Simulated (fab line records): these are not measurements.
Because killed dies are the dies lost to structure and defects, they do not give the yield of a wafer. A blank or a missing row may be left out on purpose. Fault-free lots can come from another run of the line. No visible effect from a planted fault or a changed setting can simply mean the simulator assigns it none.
fab line records	flow n5Finfet
record: lots: 24	wafers: 72	lastDay: 18
route steps=1938 shown BEOL_M13@1715 BEOL_M14@1750 BEOL_M15@1793 MIM_TOP@1836
lots that met no fault: taken from a fault-free run of the same line
startH: start of the lot's first displayed wafer, in hours after the record's first day	waitH: how many hours have passed since the lot's step before this one	" unchanged from the row above	L1.1+2: a row that stands for several wafers	- no value present, or no start provided	* or withheld: withheld	< > ~ a bound
route shown NAME@n: a module of which the file shows steps, and the number in the route of the first	usual: mean/standard deviation of fault-free wafers	same: alike in all rows	chamber/n: place in a boat	sites: per-site readings	_std_site: standard deviation across them	_edge_site: the outer-site mean with the inner-site mean subtracted	radiusMm: how far each site lies from the wafer's centre	mask NAME#n: copy n	behind: the tool/chamber that last shaped the wafer	hold: why the lot was held/for how many hours/how that ended	device: transistor that didn't switch, given as n, p or np	end of line: the tests these same wafers got at the end of their route	for a step that has no rows: nothing shown but its recipe	killed: count of dies lost to structure and defects at first sort (not the wafer's yield)	map: a wafer's dies, marking killed ones x, the rest . and places with no die _
set.NAME: the run value of the setting; set.NAME@STEP: its run value at that earlier step	model.NAME: the simulator's own value behind a step, which no gauge read
route steps across a sampled set of lots; one table per step, one row per wafer
services: a tool's chamber out of use, with start hour (startH, from the record's first day; less than 0 if before it), hours out, and reason
== steps ==
step: N5_BEOL_M13_INSPECT_55
recipe: inspectInstrument: darkfield	mode: postDep
usual: rawDefectCount: 77/23
lot.wafer	tool	chamber	startH	waitH	rawDefectCount
L074.1	defectInspect-01	-	256.03	0.0	66
L074.4	"	-	"	"	48
L074.6	"	-	"	"	96
L075.2	defectInspect-01	-	263.01	0.0	59
L075.3	"	-	"	"	75
L075.6	"	-	"	"	80
L078.2	defectInspect-01	-	278.10	0.0	92
L078.3	"	-	"	"	104
L078.5	"	-	"	"	54
L076.1	defectInspect-01	-	282.86	0.0	126
L076.3	"	-	"	"	60
L076.6	"	-	"	"	67
L081.1	defectInspect-02	-	290.92	0.0	116
L081.2	"	-	"	"	118
L081.4	"	-	"	"	118
L079.1	defectInspect-02	-	294.59	0.0	110
L079.5	"	-	"	"	100
L079.6	"	-	"	"	65
L080.1	defectInspect-02	-	294.74	0.0	89
L080.3	"	-	"	"	120
L080.5	"	-	"	"	130
L077.2	defectInspect-02	-	295.01	0.0	65
L077.4	"	-	"	"	83
L077.6	"	-	"	"	77
L082.2	defectInspect-01	-	304.64	0.0	39
L082.3	"	-	"	"	58
L082.4	"	-	"	"	53
L083.1	defectInspect-01	-	308.75	0.0	59
L083.5	"	-	"	"	65
L083.6	"	-	"	"	69
L084.3	defectInspect-02	-	309.02	0.0	97
L084.4	"	-	"	"	95
L084.6	"	-	"	"	72
L085.1	defectInspect-02	-	316.41	0.0	55
L085.3	"	-	"	"	66
L085.5	"	-	"	"	40
L086.1	defectInspect-01	-	321.67	0.0	60
L086.3	"	-	"	"	51
L086.6	"	-	"	"	86
L087.2	defectInspect-02	-	322.72	0.0	65
L087.5	"	-	"	"	64
L087.6	"	-	"	"	80
L088.1	defectInspect-01	-	345.86	0.0	126
L088.4	"	-	"	"	79
L088.5	"	-	"	"	103
L089.1	defectInspect-01	-	349.29	0.0	78
L089.4	"	-	"	"	86
L089.6	"	-	"	"	95
L091.2	defectInspect-01	-	352.77	0.0	101
L091.3	"	-	"	"	57
L091.5	"	-	"	"	79
L090.3	defectInspect-01	-	364.51	0.0	69
L090.4	"	-	"	"	124
L090.6	"	-	"	"	57
L093.3	defectInspect-01	-	365.96	0.0	71
L093.5	"	-	"	"	71
L093.6	"	-	"	"	83
L092.1	defectInspect-01	-	366.00	0.0	77
L092.2	"	-	"	"	56
L092.5	"	-	"	"	46
L094.2	defectInspect-01	-	366.50	0.0	66
L094.3	"	-	"	"	63
L094.6	"	-	"	"	80
L095.2	defectInspect-01	-	393.24	0.0	90
L095.5	"	-	"	"	70
L095.6	"	-	"	"	81
L097.2	defectInspect-01	-	396.38	0.0	94
L097.3	"	-	"	"	81
L097.6	"	-	"	"	95
L096.4	defectInspect-02	-	397.48	0.0	96
L096.5	"	-	"	"	29
L096.6	"	-	"	"	45
step: N5_BEOL_M14_ETCH_67
recipe: chemistry: CF4	target: SiARC	targetDepthA: 1430	timeS: 238.3	ionEnergyEv: 80	pressureMtorr: 40	sourceW: 545	biasW: 36	Ar_flow_sccm: 100	cf4FlowSccm: 100	ends: cleared
usual: biasW: 36.00/0.12	drypumpMotorCurrentA: 6.0/0.41	etchRfOnTimeS: 242/8.2	mfcArSccm: 100.0/0.31	oesProductAu: 0.68/0.071	rfVppV: 184.5/1.2	showerheadPlenumPTorr: 2.16/0.074	throttleValvePct: 15.50/0.19
lot.wafer	tool	chamber	startH	waitH	biasW	drypumpMotorCurrentA	etchRfOnTimeS	mfcArSccm	oesProductAu	rfHoursCounterH	rfVppV	showerheadPlenumPTorr	throttleValvePct
L074.1	rieDiel-04	2	257.94	0.0	35.91	5.9	239	100.1	0.67	105	186.3	2.24	15.62
L074.4	"	1	"	"	36.11	5.8	243	100.5	0.75	23	185.4	2.17	15.31
L074.6	"	1	"	"	36.12	5.8	241	100.2	0.75	-	185.8	2.17	15.32
L075.2	rieDiel-06	2	264.89	0.0	35.96	4.9	243	99.7	0.59	246	185.0	2.11	15.68
L075.3	"	1	"	"	35.94	5.8	255	100.1	0.64	122	183.8	2.07	15.49
L075.6	"	0	"	"	35.97	6.4	243	99.7	0.62	-	184.0	2.15	15.56
L078.2	rieDiel-04	2	279.73	0.0	35.80	5.9	238	99.7	0.68	114	184.1	2.24	15.65
L078.3	"	3	"	"	36.02	5.8	223	100.1	0.81	24	185.6	2.29	15.10
L078.5	"	3	"	"	36.07	5.8	224	100.0	0.80	-	185.3	2.28	15.10
L076.1	rieDiel-04	1	284.37	0.0	36.09	5.8	242	100.1	0.74	32	185.5	2.17	15.32
L076.3	"	2	"	"	36.05	5.9	237	100.0	0.68	116	184.9	2.24	15.64
L076.6	"	3	"	"	36.20	5.8	224	100.3	0.80	-	186.3	2.28	15.10
L081.1	rieDiel-04	2	292.77	0.0	35.99	5.9	237	100.4	0.68	119	185.3	2.24	15.64
L081.2	"	3	"	"	35.88	5.9	227	100.0	0.79	30	185.2	2.28	15.12
L081.4	"	0	"	"	36.02	5.9	247	99.5	0.70	79	185.8	2.22	15.62
L079.1	rieDiel-04	3	296.35	0.0	35.87	5.8	226	100.5	0.78	30	185.0	2.28	15.11
L079.5	"	3	"	"	35.89	5.8	223	100.2	0.80	-	186.1	2.28	15.11
L079.6	"	2	"	"	36.10	6.0	234	99.8	0.67	-	185.6	2.24	15.63
L080.1	rieDiel-02	0	296.38	0.0	36.01	5.8	249	100.0	0.58	225	182.1	2.02	15.56
L080.3	"	2	"	"	36.02	5.8	239	100.8	0.80	23	183.9	2.12	15.41
L080.5	"	3	"	"	36.06	6.8	251	99.9	0.76	-	184.4	2.09	15.59
L077.2	rieDiel-02	1	297.37	0.0	35.94	6.3	248	100.5	0.67	101	186.9	2.16	15.62
L077.4	"	0	"	"	36.00	5.8	249	100.2	0.57	225	183.2	2.02	15.58
L077.6	"	2	"	"	36.10	5.9	238	100.1	0.80	-	182.6	2.12	15.40
L082.2	rieDiel-06	1	306.15	0.0	35.81	5.7	256	99.9	0.63	139	182.4	2.06	15.53
L082.3	"	2	"	"	35.99	4.9	235	100.0	0.83	4	184.6	2.11	15.24
L082.4	"	3	"	"	36.00	6.4	244	100.0	0.63	181	185.3	2.22	15.63
L083.1	rieDiel-06	2	310.42	0.0	35.97	4.9	232	99.7	0.83	7	182.9	2.11	15.21
L083.5	"	0	"	"	36.04	6.4	246	99.4	0.60	-	183.3	2.14	15.61
L083.6	"	1	"	"	36.00	5.7	252	100.5	0.63	-	182.9	2.06	15.51
L084.3	rieDiel-06	2	311.30	0.0	36.03	4.9	231	99.7	0.83	7	183.3	2.11	15.22
L084.4	"	1	"	"	36.00	5.8	253	100.2	0.63	142	183.7	2.06	15.51
L084.6	"	0	"	"	35.90	6.4	243	100.4	0.60	-	184.5	2.14	15.59
L085.1	rieDiel-04	0	318.18	0.0	35.77	5.9	247	100.1	0.68	88	184.2	2.22	15.64
L085.3	"	2	"	"	36.06	6.0	238	99.8	0.66	127	184.5	2.23	15.67
L085.5	"	1	"	"	36.23	5.8	243	100.1	0.71	-	184.7	2.16	15.35
L086.1	rieDiel-06	1	323.42	0.3	35.85	5.8	249	100.8	0.64	146	183.6	2.06	15.52
L086.3	"	2	"	"	36.11	4.9	227	99.8	0.83	11	185.0	2.10	15.21
L086.6	"	0	"	"	35.88	6.4	241	100.1	0.61	-	183.2	2.14	15.61
L087.2	rieDiel-02	0	324.57	0.0	36.01	5.8	248	100.4	0.58	236	182.2	2.02	15.58
L087.5	"	0	"	"	35.97	5.8	249	100.3	0.57	-	182.3	2.02	15.59
L087.6	"	3	"	"	36.12	6.8	246	100.2	0.74	-	183.1	2.09	15.61
L088.1	rieDiel-04	0	347.49	0.0	36.12	5.9	252	99.9	0.67	99	186.0	2.21	15.66
L088.4	"	1	"	"	36.05	5.9	240	99.9	0.71	54	184.1	2.16	15.37
L088.5	"	2	"	"	36.03	6.0	239	99.9	0.66	-	184.3	2.23	15.69
L089.1	rieDiel-04	0	350.92	0.0	35.95	5.9	250	100.1	0.67	100	185.6	2.21	15.67
L089.4	"	3	"	"	35.84	5.8	225	99.8	0.76	49	185.4	2.28	15.14
L089.6	"	3	"	"	35.88	5.8	224	99.8	0.77	-	186.4	2.28	15.15
L091.2	rieDiel-06	0	355.12	0.0	35.89	6.4	242	100.3	0.60	201	184.4	2.14	15.61
L091.3	"	3	"	"	36.13	6.4	238	100.1	0.62	198	186.4	2.22	15.68
L091.5	"	1	"	"	36.06	5.7	252	100.5	0.62	-	182.7	2.06	15.55
L090.3	rieDiel-06	0	366.15	0.0	36.18	6.4	244	99.7	0.59	205	184.4	2.14	15.63
L090.4	"	1	"	"	35.76	5.7	252	100.3	0.62	161	183.1	2.05	15.55
L090.6	"	3	"	"	36.06	6.4	242	100.1	0.62	-	187.0	2.22	15.68
L093.3	rieDiel-06	1	367.63	0.0	35.99	5.8	250	99.8	0.62	162	183.3	2.05	15.56
L093.5	"	1	"	"	35.87	5.7	249	99.8	0.63	-	183.3	2.05	15.58
L093.6	"	2	"	"	36.14	4.9	228	100.2	0.79	-	184.3	2.10	15.28
L092.1	rieDiel-06	0	368.32	0.0	35.75	6.4	242	100.0	0.59	206	182.8	2.14	15.63
L092.2	"	1	"	"	35.90	5.7	250	100.4	0.63	163	183.2	2.05	15.56
L092.5	"	1	"	"	35.78	5.7	249	100.7	0.62	-	182.8	2.05	15.55
L094.2	rieDiel-04	0	368.76	0.0	36.16	5.9	249	100.4	0.67	108	186.0	2.21	15.69
L094.3	"	1	"	"	35.86	5.8	242	100.2	0.69	-	184.7	2.16	15.40
L094.6	"	0	"	"	36.14	5.9	251	100.0	0.67	-	186.4	2.21	15.68
L095.2	rieDiel-04	3	395.05	0.0	36.08	5.9	227	99.4	0.75	61	186.5	2.27	15.17
L095.5	"	3	"	"	36.21	5.8	226	99.7	0.74	-	185.7	2.27	15.15
L095.6	"	2	"	"	35.84	5.9	244	99.7	0.64	-	184.7	2.23	15.71
L097.2	rieDiel-02	0	398.06	0.0	36.09	5.8	239	100.2	0.79	5	182.6	2.01	15.19
L097.3	"	2	"	"	35.90	5.9	246	100.2	0.73	60	183.1	2.11	15.47
L097.6	"	0	"	"	36.10	5.8	240	100.6	0.79	-	182.9	2.01	15.17
L096.4	rieDiel-06	3	399.34	0.1	36.06	6.4	243	100.2	0.61	-	185.8	2.21	15.68
L096.5	"	1	"	"	35.93	5.8	251	99.6	0.62	-	183.3	2.05	15.58
L096.6	"	0	"	"	36.01	6.4	243	100.2	0.59	-	183.3	2.13	15.66
step: N5_BEOL_M14_SPUTTER_43
recipe: material: TaN	targetThkA: 150	tempC: 50	biasV: 168.6	powerW: 15000	chamberPressurePa: 0.12	timeS: 24.19
usual: throttleValvePct: 29.9/0.92
lot.wafer	tool	chamber	startH	waitH	throttleValvePct
L074.1	pvdSputter-02	-	259.02	0.0	29.8
L074.4	"	-	"	"	28.9
L074.6	"	-	"	"	30.0
L075.2	pvdSputter-01	-	268.80	0.0	30.1
L075.3	"	-	"	"	29.3
L075.6	"	-	"	"	29.1
L078.2	pvdSputter-03	-	282.25	0.0	30.9
L078.3	"	-	"	"	30.3
L078.5	"	-	"	"	31.1
L076.1	pvdSputter-03	-	286.95	0.0	30.7
L076.3	"	-	"	"	30.2
L076.6	"	-	"	"	29.7
L081.1	pvdSputter-01	-	300.19	0.0	30.3
L081.2	"	-	"	"	29.2
L081.4	"	-	"	"	30.3
L079.1	pvdSputter-02	-	303.86	0.0	27.8
L079.5	"	-	"	"	27.7
L079.6	"	-	"	"	30.4
L080.1	pvdSputter-02	-	304.18	0.0	30.7
L080.3	"	-	"	"	29.9
L080.5	"	-	"	"	27.6
L077.2	pvdSputter-02	-	304.54	0.0	30.1
L077.4	"	-	"	"	28.7
L077.6	"	-	"	"	30.4
L082.2	pvdSputter-03	-	308.00	0.0	29.5
L082.3	"	-	"	"	30.9
L082.4	"	-	"	"	31.1
L083.1	pvdSputter-03	-	312.21	0.0	31.2
L083.5	"	-	"	"	29.9
L083.6	"	-	"	"	30.8
L084.3	pvdSputter-02	-	314.02	0.0	28.8
L084.4	"	-	"	"	27.7
L084.6	"	-	"	"	28.7
L085.1	pvdSputter-01	-	319.98	0.0	29.7
L085.3	"	-	"	"	30.6
L085.5	"	-	"	"	30.2
L087.2	pvdSputter-02	-	326.86	0.0	30.6
L087.5	"	-	"	"	27.5
L087.6	"	-	"	"	28.7
L086.1	pvdSputter-03	-	327.16	0.0	30.2
L086.3	"	-	"	"	29.4
L086.6	"	-	"	"	30.1
L088.1	pvdSputter-03	-	348.73	0.0	30.9
L088.4	"	-	"	"	30.0
L088.5	"	-	"	"	30.1
L089.1	pvdSputter-01	-	354.31	0.0	30.8
L089.4	"	-	"	"	29.1
L089.6	"	-	"	"	30.1
L091.2	pvdSputter-02	-	356.97	0.0	29.8
L091.3	"	-	"	"	30.5
L091.5	"	-	"	"	30.4
L090.3	pvdSputter-03	-	368.30	0.0	30.0
L090.4	"	-	"	"	29.9
L090.6	"	-	"	"	30.8
L093.3	pvdSputter-03	-	369.36	0.0	30.3
L093.5	"	-	"	"	29.9
L093.6	"	-	"	"	30.9
L092.1	pvdSputter-03	-	369.96	0.0	30.2
L092.2	"	-	"	"	30.7
L092.5	"	-	"	"	30.7
L094.2	pvdSputter-01	-	372.40	0.0	29.9
L094.3	"	-	"	"	30.2
L094.6	"	-	"	"	29.8
L095.2	pvdSputter-01	-	398.75	0.0	30.0
L095.5	"	-	"	"	29.9
L095.6	"	-	"	"	30.4
L097.2	pvdSputter-02	-	401.70	0.0	30.1
L097.3	"	-	"	"	28.6
L097.6	"	-	"	"	30.0
L096.4	pvdSputter-01	-	402.03	0.0	30.8
L096.5	"	-	"	"	29.3
L096.6	"	-	"	"	30.0
step: N5_BEOL_M15_CD_MEAS_17
recipe: targetCdNm: 360	polarity: opening
usual: cdNm: 359.3/2.2
lot.wafer	tool	chamber	startH	waitH	cdNm
L074.1	cdSem-03	-	261.71	0.0	360.9
L074.4	"	-	"	"	359.8
L074.6	"	-	"	"	361.4
L075.2	cdSem-01	-	271.78	0.0	357.4
L075.3	"	-	"	"	356.3
L075.6	"	-	"	"	361.3
L078.2	cdSem-03	-	285.38	0.0	361.2
L078.3	"	-	"	"	360.9
L078.5	"	-	"	"	357.4
L076.1	cdSem-02	-	289.45	0.0	358.0
L076.3	"	-	"	"	362.1
L076.6	"	-	"	"	360.3
L081.1	cdSem-03	-	302.70	0.0	361.7
L081.2	"	-	"	"	356.7
L081.4	"	-	"	"	358.5
L079.1	cdSem-02	-	306.78	0.0	357.1
L079.5	"	-	"	"	355.4
L079.6	"	-	"	"	360.4
L080.1	cdSem-01	-	307.19	0.0	358.6
L080.3	"	-	"	"	358.1
L080.5	"	-	"	"	361.1
L077.2	cdSem-02	-	307.77	0.0	357.6
L077.4	"	-	"	"	358.8
L077.6	"	-	"	"	360.1
L082.2	cdSem-02	-	311.01	0.0	359.3
L082.3	"	-	"	"	358.8
L082.4	"	-	"	"	355.9
L083.1	cdSem-01	-	314.72	0.0	360.2
L083.5	"	-	"	"	356.9
L083.6	"	-	"	"	358.7
L084.3	cdSem-02	-	316.67	0.0	361.3
L084.4	"	-	"	"	364.0
L084.6	"	-	"	"	357.5
L085.1	cdSem-03	-	322.37	0.0	357.3
L085.3	"	-	"	"	361.6
L085.5	"	-	"	"	356.4
L087.2	cdSem-01	-	330.60	0.0	355.1
L087.5	"	-	"	"	359.7
L087.6	"	-	"	"	362.1
L086.1	cdSem-03	-	330.68	0.0	363.3
L086.3	"	-	"	"	362.6
L086.6	"	-	"	"	362.3
L088.1	cdSem-02	-	351.64	0.0	359.0
L088.4	"	-	"	"	357.5
L088.5	"	-	"	"	358.4
L089.1	cdSem-01	-	356.76	0.0	357.0
L089.4	"	-	"	"	364.1
L089.6	"	-	"	"	357.6
L091.2	cdSem-01	-	359.38	0.0	363.6
L091.3	"	-	"	"	361.3
L091.5	"	-	"	"	359.5
L090.3	cdSem-02	-	370.69	0.0	356.0
L090.4	"	-	"	"	360.5
L090.6	"	-	"	"	357.7
L093.3	cdSem-03	-	371.99	0.0	357.7
L093.5	"	-	"	"	361.2
L093.6	"	-	"	"	359.6
L092.1	cdSem-03	-	372.93	0.0	360.7
L092.2	"	-	"	"	356.3
L092.5	"	-	"	"	361.8
L094.2	cdSem-03	-	374.79	0.0	358.5
L094.3	"	-	"	"	359.4
L094.6	"	-	"	"	361.3
L095.2	cdSem-03	-	401.31	0.0	362.1
L095.5	"	-	"	"	358.0
L095.6	"	-	"	"	359.2
L097.2	cdSem-03	-	404.28	0.0	358.1
L097.3	"	-	"	"	357.7
L097.6	"	-	"	"	357.1
L096.4	cdSem-03	-	404.86	0.0	357.2
L096.5	"	-	"	"	356.9
L096.6	"	-	"	"	356.5
step: N5_BEOL_M15_INSPECT_30
recipe: mode: adi	inspectInstrument: macro
usual: rawDefectCount: 2.2/1.5
lot.wafer	tool	chamber	startH	waitH	rawDefectCount
L074.1	defectInspect-01	-	262.88	0.0	2
L074.4	"	-	"	"	4
L074.6	"	-	"	"	2
L075.2	defectInspect-01	-	272.85	0.0	3
L075.3	"	-	"	"	1
L075.6	"	-	"	"	2
L078.2	defectInspect-01	-	286.50	0.0	2
L078.3	"	-	"	"	3
L078.5	"	-	"	"	4
L076.1	defectInspect-01	-	290.62	0.0	2
L076.3	"	-	"	"	1
L076.6	"	-	"	"	3
L081.1	defectInspect-02	-	303.88	0.0	0
L081.2	"	-	"	"	2
L081.4	"	-	"	"	4
L079.1	defectInspect-01	-	307.78	0.0	3
L079.5	"	-	"	"	2
L079.6	"	-	"	"	1
L080.1	defectInspect-01	-	308.16	0.0	3
L080.3	"	-	"	"	2
L080.5	"	-	"	"	1
L077.2	defectInspect-01	-	308.89	0.0	1
L077.4	"	-	"	"	2
L077.6	"	-	"	"	3
L082.2	defectInspect-02	-	311.97	0.0	0
L082.3	"	-	"	"	2
L082.4	"	-	"	"	1
L083.1	defectInspect-02	-	315.69	0.0	0
L083.5	"	-	"	"	1
L083.6	"	-	"	"	0
L084.3	defectInspect-02	-	317.66	0.0	4
L084.4	"	-	"	"	3
L084.6	"	-	"	"	2
L085.1	defectInspect-01	-	323.34	0.0	2
L085.3	"	-	"	"	4
L085.5	"	-	"	"	5
L087.2	defectInspect-01	-	331.53	0.0	3
L087.5	"	-	"	"	3
L087.6	"	-	"	"	3
L086.1	defectInspect-02	-	331.74	0.0	1
L086.3	"	-	"	"	0
L086.6	"	-	"	"	7
L088.1	defectInspect-01	-	352.58	0.0	1
L088.4	"	-	"	"	3
L088.5	"	-	"	"	2
L089.1	defectInspect-02	-	357.82	0.0	3
L089.4	"	-	"	"	0
L089.6	"	-	"	"	2
L091.2	defectInspect-02	-	360.30	0.0	1
L091.3	"	-	"	"	2
L091.5	"	-	"	"	3
L090.3	defectInspect-01	-	371.62	0.0	4
L090.4	"	-	"	"	0
L090.6	"	-	"	"	4
L093.3	defectInspect-01	-	372.98	0.0	1
L093.5	"	-	"	"	2
L093.6	"	-	"	"	2
L092.1	defectInspect-02	-	374.01	0.0	2
L092.2	"	-	"	"	3
L092.5	"	-	"	"	2
L094.2	defectInspect-01	-	375.85	0.0	5
L094.3	"	-	"	"	2
L094.6	"	-	"	"	3
L095.2	defectInspect-02	-	402.25	0.0	0
L095.5	"	-	"	"	5
L095.6	"	-	"	"	4
L097.2	defectInspect-01	-	405.21	0.0	0
L097.3	"	-	"	"	3
L097.6	"	-	"	"	3
L096.4	defectInspect-01	-	405.91	0.0	3
L096.5	"	-	"	"	5
L096.6	"	-	"	"	2
step: N5_MIM_TOP_ALD_02
recipe: material: Al2O3	targetThkA: *	tempC: withheld	aldPrecursorFamily: TMA	aldCoReactant: O3	pulseTimeS: withheld	purgeTimeS: 3	coReactantPurgeTimeS: withheld	coReactantPulseTimeS: 3	aldCycles: withheld
usual: precursorPulseHeightRel: 1.000/0.02
lot.wafer	tool	chamber	startH	waitH	precursorPulseHeightRel
L074.1	aldHk-01	2	-	-	0.978
L074.4	"	3	"	"	0.973
L074.6	"	3	"	"	1.023
L075.2	aldHk-01	2	-	-	0.984
L075.3	"	3	"	"	0.964
L075.6	"	3	"	"	1.020
L078.2	aldHk-03	2	-	-	1.000
L078.3	"	3	"	"	1.034
L078.5	"	3	"	"	1.005
L076.1	aldHk-03	0	-	-	0.989
L076.3	"	1	"	"	1.009
L076.6	"	2	"	"	0.999
L081.1	aldHk-03	3	-	-	1.014
L081.2	"	1	"	"	0.975
L081.4	"	0	"	"	1.014
L079.1	aldHk-01	3	-	-	0.988
L079.5	"	1	"	"	1.016
L079.6	"	2	"	"	1.006
L080.1	aldHk-02	1	-	-	1.011
L080.3	"	0	"	"	0.996
L080.5	"	3	"	"	0.986
L077.2	aldHk-03	0	-	-	0.990
L077.4	"	3	"	"	1.013
L077.6	"	0	"	"	0.976
L082.2	aldHk-01	3	-	-	1.033
L082.3	"	0	"	"	0.973
L082.4	"	1	"	"	0.985
L083.1	aldHk-01	3	-	-	1.009
L083.5	"	3	"	"	0.997
L083.6	"	0	"	"	0.990
L084.3	aldHk-01	2	-	-	0.976
L084.4	"	0	"	"	0.952
L084.6	"	3	"	"	1.014
L085.1	aldHk-02	2	-	-	1.024
L085.3	"	1	"	"	1.002
L085.5	"	2	"	"	0.968
L087.2	aldHk-02	0	-	-	1.000
L087.5	"	2	"	"	1.008
L087.6	"	3	"	"	0.992
L086.1	aldHk-03	3	-	-	1.019
L086.3	"	2	"	"	1.007
L086.6	"	1	"	"	0.968
L088.1	aldHk-01	0	-	-	1.008
L088.4	"	3	"	"	0.967
L088.5	"	0	"	"	0.978
L089.1	aldHk-02	3	-	-	0.983
L089.4	"	0	"	"	1.003
L089.6	"	2	"	"	1.007
L091.2	aldHk-01	1	-	-	0.972
L091.3	"	0	"	"	0.981
L091.5	"	0	"	"	1.031
L090.3	aldHk-03	1	-	-	1.013
L090.4	"	2	"	"	0.997
L090.6	"	2	"	"	0.996
L093.3	aldHk-01	1	-	-	0.984
L093.5	"	2	"	"	1.018
L093.6	"	3	"	"	0.988
L092.1	aldHk-02	1	-	-	0.959
L092.2	"	3	"	"	1.006
L092.5	"	0	"	"	1.037
L094.2	aldHk-03	2	-	-	1.011
L094.3	"	0	"	"	0.980
L094.6	"	3	"	"	1.013
L095.2	aldHk-03	1	-	-	1.022
L095.5	"	2	"	"	1.021
L095.6	"	3	"	"	0.997
L097.2	aldHk-02	0	-	-	0.995
L097.3	"	1	"	"	0.958
L097.6	"	0	"	"	1.007
L096.4	aldHk-03	1	-	-	0.991
L096.5	"	3	"	"	0.986
L096.6	"	2	"	"	1.002
== services ==
tool	chamber	startH	hours	kind
rieDiel-02	3	235.38	-	clean
rieDiel-02	3	235.38	-	consumableReplace:focusRing
aldHk-03	-	238.75	8.7	pm
aldHk-01	-	263.16	8.7	pm
rieDiel-06	2	274.97	-	clean
rieDiel-06	2	274.97	-	consumableReplace:focusRing
rieDiel-06	2	274.97	20.6	scheduledDown
rieDiel-06	2	274.97	20.6	ventCycle
aldHk-03	-	275.26	0.7	repair
rieDiel-06	-	279.75	0.6	repair
aldHk-01	-	282.93	28.1	pm
aldHk-02	-	292.04	6.0	pm
aldHk-02	-	320.51	0.8	repair
aldHk-02	-	327.30	2.8	pm
aldHk-01	-	331.19	1.1	repair
pvdSputter-02	-	339.91	4.3	repair
aldHk-01	-	342.01	2.8	pm
rieDiel-04	2	365.46	5.0	repair
rieDiel-02	0	366.23	-	clean
rieDiel-02	0	366.23	-	consumableReplace:focusRing
rieDiel-04	-	376.07	3.0	repair
pvdSputter-03	-	380.55	4.1	repair
aldHk-02	-	386.39	0.8	repair
rieDiel-06	2	398.58	13.6	repair
== key ==
fault none
